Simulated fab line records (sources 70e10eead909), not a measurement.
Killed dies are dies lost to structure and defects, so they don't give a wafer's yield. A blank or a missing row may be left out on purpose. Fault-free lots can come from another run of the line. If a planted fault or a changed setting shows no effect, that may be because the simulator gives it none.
Which tool is to blame? + flow nand_harc + Sampling: 24 lots, 72 wafers, 4 of 1159 route steps

## WHAT EACH GAUGE READ, for each wafer
NHARC_A_BONDPAD_THK_MEAS_20: measures by xrf.
| lot  | measured     | on            | thk_nm (nm)       |
|------|--------------|---------------|-------------------|
| L075 | day 18 02:41 | film_metro-02 | 170.8 168.9 170.8 |
| L074 | day 18 03:56 | film_metro-01 | 171.6 168.4 170.2 |
| L078 | day 18 09:55 | film_metro-01 | 171.3 170.8 169.4 |
| L077 | day 18 10:50 | film_metro-02 | 171.0 170.6 170.6 |
| L079 | day 18 17:30 | film_metro-02 | 168.2 169.5 172.9 |
| L076 | day 19 01:30 | film_metro-01 | 171.5 170.7 171.8 |
| L080 | day 19 01:58 | film_metro-01 | 168.2 171.6 172.0 |
| L082 | day 20 02:26 | film_metro-01 | 170.0 166.8 166.9 |
| L081 | day 20 07:46 | film_metro-02 | 172.4 172.4 170.1 |
| L084 | day 20 08:04 | film_metro-01 | 170.5 170.0 170.4 |
| L083 | day 20 13:13 | film_metro-02 | 167.0 171.7 170.0 |
| L088 | day 21 04:04 | film_metro-02 | 172.0 169.5 170.7 |
| L086 | day 21 04:23 | film_metro-02 | 171.1 173.1 169.6 |
| L085 | day 21 05:19 | film_metro-01 | 173.3 169.7 170.5 |
| L090 | day 21 22:17 | film_metro-01 | 171.5 170.6 172.3 |
| L091 | day 21 22:35 | film_metro-01 | 168.7 169.3 170.1 |
| L087 | day 21 22:49 | film_metro-02 | 168.8 170.6 171.1 |
| L089 | day 21 23:32 | film_metro-01 | 167.6 167.4 168.7 |
| L093 | day 22 14:13 | film_metro-02 | 170.5 171.9 170.8 |
| L092 | day 23 07:40 | film_metro-02 | 170.6 169.3 170.8 |
| L095 | day 23 11:36 | film_metro-02 | 170.2 170.0 168.6 |
| L096 | day 23 12:09 | film_metro-02 | 170.5 169.4 171.9 |
| L094 | day 24 00:21 | film_metro-01 | 170.8 170.6 171.8 |
| L097 | day 24 00:47 | film_metro-02 | 170.7 167.9 169.6 |

## WHICH TOOL RAN EACH LOT (tool, then ch and the chambers of the sampled wafers, then the start)
| lot  | NHARC_A_M1_ETCH_35                 | NHARC_A_M1_PRE_CLEAN_30                 | NHARC_A_BONDPAD_CMP_29        |
|------|------------------------------------|-----------------------------------------|-------------------------------|
| L075 | rie_diel-10 ch 0,1,3, day 17 19:49 | pvd_sputter-03, day 17 23:29 or earlier | cmp-03 ch 1,2,3, day 17 23:29 |
| L074 | rie_diel-10 ch 0,1,2, day 17 20:39 | pvd_sputter-01, day 18 00:21 or earlier | cmp-02 ch 0,1,3, day 18 00:21 |
| L078 | rie_diel-11 ch 0,1,3, day 18 02:52 | pvd_sputter-03, day 18 06:34 or earlier | cmp-03 ch 0,1, day 18 06:34   |
| L077 | rie_diel-10 ch 1,3, day 18 03:43   | pvd_sputter-02, day 18 07:29 or earlier | cmp-04 ch 0,1,2, day 18 07:29 |
| L079 | rie_diel-12 ch 0,1,3, day 18 10:26 | pvd_sputter-02, day 18 14:04 or earlier | cmp-04 ch 0,1,2, day 18 14:04 |
| L076 | rie_diel-11 ch 1,2,3, day 18 18:30 | pvd_sputter-01, day 18 22:07 or earlier | cmp-03 ch 0,1,3, day 18 22:07 |
| L080 | rie_diel-10 ch 0,3, day 18 18:59   | pvd_sputter-03, day 18 22:40 or earlier | cmp-02 ch 0,1, day 18 22:40   |
| L082 | rie_diel-10 ch 0,1,2, day 19 18:43 | pvd_sputter-01, day 19 23:03 or earlier | cmp-02 ch 0,1,3, day 19 23:03 |
| L081 | rie_diel-11 ch 2,3, day 20 00:43   | pvd_sputter-03, day 20 04:25 or earlier | cmp-03 ch 1,2, day 20 04:25   |
| L084 | rie_diel-12 ch 0,2,3, day 20 00:58 | pvd_sputter-02, day 20 04:37 or earlier | cmp-02 ch 0,1,2, day 20 04:37 |
| L083 | rie_diel-12 ch 0,1,2, day 20 06:14 | pvd_sputter-01, day 20 09:50 or earlier | cmp-02 ch 1,2,3, day 20 09:50 |
| L088 | rie_diel-12 ch 2,3, day 20 21:02   | pvd_sputter-02, day 21 00:43 or earlier | cmp-04 ch 0,1,3, day 21 00:43 |
| L086 | rie_diel-10 ch 0,1,2, day 20 21:23 | pvd_sputter-03, day 21 01:02 or earlier | cmp-03 ch 0,1,3, day 21 01:02 |
| L085 | rie_diel-10 ch 0,1,2, day 20 22:05 | pvd_sputter-02, day 21 01:58 or earlier | cmp-02 ch 0,2,3, day 21 01:58 |
| L090 | rie_diel-10 ch 0,3, day 21 14:50   | pvd_sputter-02, day 21 18:31 or earlier | cmp-02 ch 0,1,2, day 21 18:31 |
| L091 | rie_diel-10 ch 0,3, day 21 15:37   | pvd_sputter-01, day 21 19:17 or earlier | cmp-03 ch 0,2,3, day 21 19:17 |
| L087 | rie_diel-11 ch 1,2, day 21 15:45   | pvd_sputter-02, day 21 19:22 or earlier | cmp-02 ch 1,3, day 21 19:22   |
| L089 | rie_diel-10 ch 0,3, day 21 16:02   | pvd_sputter-03, day 21 19:47 or earlier | cmp-03 ch 0,2,3, day 21 19:47 |
| L093 | rie_diel-12 ch 0,1,3, day 22 07:04 | pvd_sputter-03, day 22 10:46 or earlier | cmp-02 ch 0,2,3, day 22 10:46 |
| L092 | rie_diel-11 ch 1,2, day 23 00:25   | pvd_sputter-02, day 23 04:24 or earlier | cmp-04 ch 0,3, day 23 04:24   |
| L095 | rie_diel-11 ch 0,2,3, day 23 04:26 | pvd_sputter-03, day 23 08:17 or earlier | cmp-04 ch 0,2,3, day 23 08:17 |
| L096 | rie_diel-12 ch 1,2,3, day 23 04:37 | pvd_sputter-02, day 23 08:35 or earlier | cmp-02 ch 0,1,2, day 23 08:35 |
| L094 | rie_diel-12 ch 0,2,3, day 23 16:32 | pvd_sputter-03, day 23 20:30 or earlier | cmp-04 ch 1,2,3, day 23 20:30 |
| L097 | rie_diel-12 ch 1,2,3, day 23 17:10 | pvd_sputter-02, day 23 20:49 or earlier | cmp-02 ch 0,1, day 23 20:49   |
- NHARC_A_M1_ETCH_35: etches the open film in N2/H2, target depth 40 nm, overetch 12 nm, time 43.94 s.
- NHARC_A_M1_PRE_CLEAN_30: time 30 s.
- NHARC_A_BONDPAD_CMP_29: polishes SiCN, target thk 200 nm.

## AS READ BY THE TOOLS THEMSELVES (means over the sampled wafers that have a number; for cases with no such wafer, the mark the record gives instead)
NHARC_A_M1_ETCH_35.
| lot  | tool        | bias_w (W) | drypump_motor_current_A (A) | oes_product_au (a.u.) | rf_vpp_V (V) | showerhead_plenum_p_Torr (Torr) | throttle_valve_pct (%) |
|------|-------------|------------|-----------------------------|-----------------------|--------------|---------------------------------|------------------------|
| L075 | rie_diel-10 | 149.5      | 6.0                         | 1.010                 | 429.9        | 1.98                            | 14.172                 |
| L074 | rie_diel-10 | 149.6      | 5.7                         | 1.003                 | 431.5        | 2.04                            | 14.167                 |
| L078 | rie_diel-11 | 150.3      | 5.7                         | 1.002                 | 431.8        | 2.07                            | 14.171                 |
| L077 | rie_diel-10 | 149.7      | 5.8                         | 1.002                 | 428.5        | 1.98                            | 14.168                 |
| L079 | rie_diel-12 | 149.7      | 5.8                         | 0.990                 | 429.9        | 2.03                            | 14.170                 |
| L076 | rie_diel-11 | 149.8      | 5.4                         | 0.994                 | 429.2        | 2.00                            | 14.165                 |
| L080 | rie_diel-10 | 149.8      | 5.8                         | 1.004                 | 427.9        | 1.93                            | 14.166                 |
| L082 | rie_diel-10 | 149.9      | 5.7                         | 1.006                 | 430.6        | 2.04                            | 14.173                 |
| L081 | rie_diel-11 | 150.5      | 5.3                         | 0.996                 | 430.6        | 2.04                            | 14.172                 |
| L084 | rie_diel-12 | 149.9      | 5.9                         | 0.992                 | 429.4        | 2.02                            | 14.166                 |
| L083 | rie_diel-12 | 150.0      | 5.7                         | 1.001                 | 429.3        | 1.98                            | 14.177                 |
| L088 | rie_diel-12 | 149.8      | 5.9                         | 0.998                 | 430.2        | 2.00                            | 14.169                 |
| L086 | rie_diel-10 | 150.4      | 5.7                         | 0.999                 | 430.9        | 2.04                            | 14.178                 |
| L085 | rie_diel-10 | 150.2      | 5.7                         | 0.997                 | 431.3        | 2.04                            | 14.166                 |
| L090 | rie_diel-10 | 149.8      | 5.8                         | 1.003                 | 427.6        | 1.93                            | 14.174                 |
| L091 | rie_diel-10 | 150.2      | 5.8                         | 1.004                 | 428.4        | 1.92                            | 14.170                 |
| L087 | rie_diel-11 | 150.2      | 5.6                         | 1.008                 | 427.9        | 1.95                            | 14.175                 |
| L089 | rie_diel-10 | 150.0      | 5.7                         | 1.007                 | 426.7        | 1.92                            | 14.175                 |
| L093 | rie_diel-12 | 150.2      | 5.8                         | 0.997                 | 430.5        | 2.03                            | 14.164                 |
| L092 | rie_diel-11 | 149.8      | 5.6                         | 1.013                 | 428.1        | 1.95                            | 14.166                 |
| L095 | rie_diel-11 | 149.7      | 5.5                         | 1.003                 | 429.9        | 2.04                            | 14.167                 |
| L096 | rie_diel-12 | 150.0      | 5.7                         | 0.998                 | 428.6        | 1.97                            | 14.168                 |
| L094 | rie_diel-12 | 150.0      | 5.9                         | 0.995                 | 429.2        | 2.02                            | 14.170                 |
| L097 | rie_diel-12 | 150.1      | 5.7                         | 0.992                 | 429.0        | 1.97                            | 14.168                 |

NHARC_A_M1_PRE_CLEAN_30.
| lot  | tool           | heater_power_w (W) |
|------|----------------|--------------------|
| L075 | pvd_sputter-03 | 482                |
| L074 | pvd_sputter-01 | 405                |
| L078 | pvd_sputter-03 | 456                |
| L077 | pvd_sputter-02 | 404                |
| L079 | pvd_sputter-02 | 416                |
| L076 | pvd_sputter-01 | 407                |
| L080 | pvd_sputter-03 | 455                |
| L082 | pvd_sputter-01 | 431                |
| L081 | pvd_sputter-03 | 469                |
| L084 | pvd_sputter-02 | 411                |
| L083 | pvd_sputter-01 | 435                |
| L088 | pvd_sputter-02 | 405                |
| L086 | pvd_sputter-03 | 483                |
| L085 | pvd_sputter-02 | 410                |
| L090 | pvd_sputter-02 | 404                |
| L091 | pvd_sputter-01 | 420                |
| L087 | pvd_sputter-02 | 411                |
| L089 | pvd_sputter-03 | 544                |
| L093 | pvd_sputter-03 | 439                |
| L092 | pvd_sputter-02 | 403                |
| L095 | pvd_sputter-03 | 495                |
| L096 | pvd_sputter-02 | 403                |
| L094 | pvd_sputter-03 | 452                |
| L097 | pvd_sputter-02 | 418                |

NHARC_A_BONDPAD_CMP_29.
| lot  | tool   | motor_current_A (A) |
|------|--------|---------------------|
| L075 | cmp-03 | 11.4                |
| L074 | cmp-02 | 11.9                |
| L078 | cmp-03 | 10.7                |
| L077 | cmp-04 | 13.5                |
| L079 | cmp-04 | 12.9                |
| L076 | cmp-03 | 11.5                |
| L080 | cmp-02 | 13.1                |
| L082 | cmp-02 | 12.0                |
| L081 | cmp-03 | 10.8                |
| L084 | cmp-02 | 11.8                |
| L083 | cmp-02 | 11.8                |
| L088 | cmp-04 | 12.6                |
| L086 | cmp-03 | 11.3                |
| L085 | cmp-02 | 11.3                |
| L090 | cmp-02 | 11.8                |
| L091 | cmp-03 | 11.2                |
| L087 | cmp-02 | 11.7                |
| L089 | cmp-03 | 11.5                |
| L093 | cmp-02 | 11.5                |
| L092 | cmp-04 | 13.5                |
| L095 | cmp-04 | 12.6                |
| L096 | cmp-02 | 11.9                |
| L094 | cmp-04 | 11.8                |
| L097 | cmp-02 | 12.6                |

## THE ANSWER, worked out from the rows above alone
Rule: usual is defined by the lots themselves. The widest of any qualifying gaps counts: lots, ordered by their means at a reading, are off when they make up no more than a third of the lots, leave a main group of 4 or more, and stand apart from it by 3 or more times the standard deviation of that group's means. The tables above print the reading to a certain number of digits; a main group whose means all agree to those digits is not used. Also off: a lot with no number at a reading for which 4 or more lots have one. The other lots that the step has rows for count as sound. The gauges are gone through in route order, then the tools' own readings, and for those a lot's mean is taken as printed above. At the first step where some lot is off, the reading lying furthest off is the one used; lots without a number count as furthest.
Nothing can be told from this: no lot is off at any reading shown.

## WHAT THE SIMULATOR PUT IN
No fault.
